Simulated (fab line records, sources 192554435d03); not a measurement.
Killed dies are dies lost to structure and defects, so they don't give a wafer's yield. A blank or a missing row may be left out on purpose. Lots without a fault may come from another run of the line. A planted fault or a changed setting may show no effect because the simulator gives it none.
Matching of chambers    flow n5 finfet    cvd co-02 running N5_BEOL_M8_CVD_78: 3 sister chambers
The step deposits Co from CCTBA/H2, target thk 2 nm, time 142.3 s. 6 wafers are shown with their chamber, then 7 later ones without.

WAFERS, EACH WITH ITS CHAMBER
wafer   chamber  run length s (s)
L944.5  2        165.3
L945.3  0        165.8
L945.5  2        165.3
L945.6  0        165.5
L946.2  1        163.8
L946.4  1        164.1

WAFERS WITHOUT THEIR CHAMBER
wafer   run length s (s)
L946.6  166.0
L948.1  163.9
L948.3  165.1
L948.5  164.3
L956.2  165.4
L957.5  164.4
L959.1  165.7

THE CHAMBER EACH PASSED THROUGH
wafer   from the rows above      in truth
L946.6  0                        0
L948.1  1                        1
L948.3  2                        2
L948.5  1                        1
L956.2  can't be placed: 2 or 0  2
L957.5  1                        1
L959.1  0                        0
6 of 7 placed correctly. Not placeable from these rows: 1 (in 1, the candidates include the true chamber). Wrongly placed: 0.
How it was worked out, from the rows above alone: a wafer's distance from a chamber is the root of the sum, over the readings, of the square of ((its reading less the chamber's mean) divided by the reading's scatter). The wafer belongs to the nearest chamber; if the next one is less than 2 further off, it can't be placed. The mean given for a chamber averages the wafers shown for that chamber. How the scatter is found: for the shown wafers, subtract from each reading the mean of its chamber, square and add these, divide the total by (wafers less chambers), then take the root.
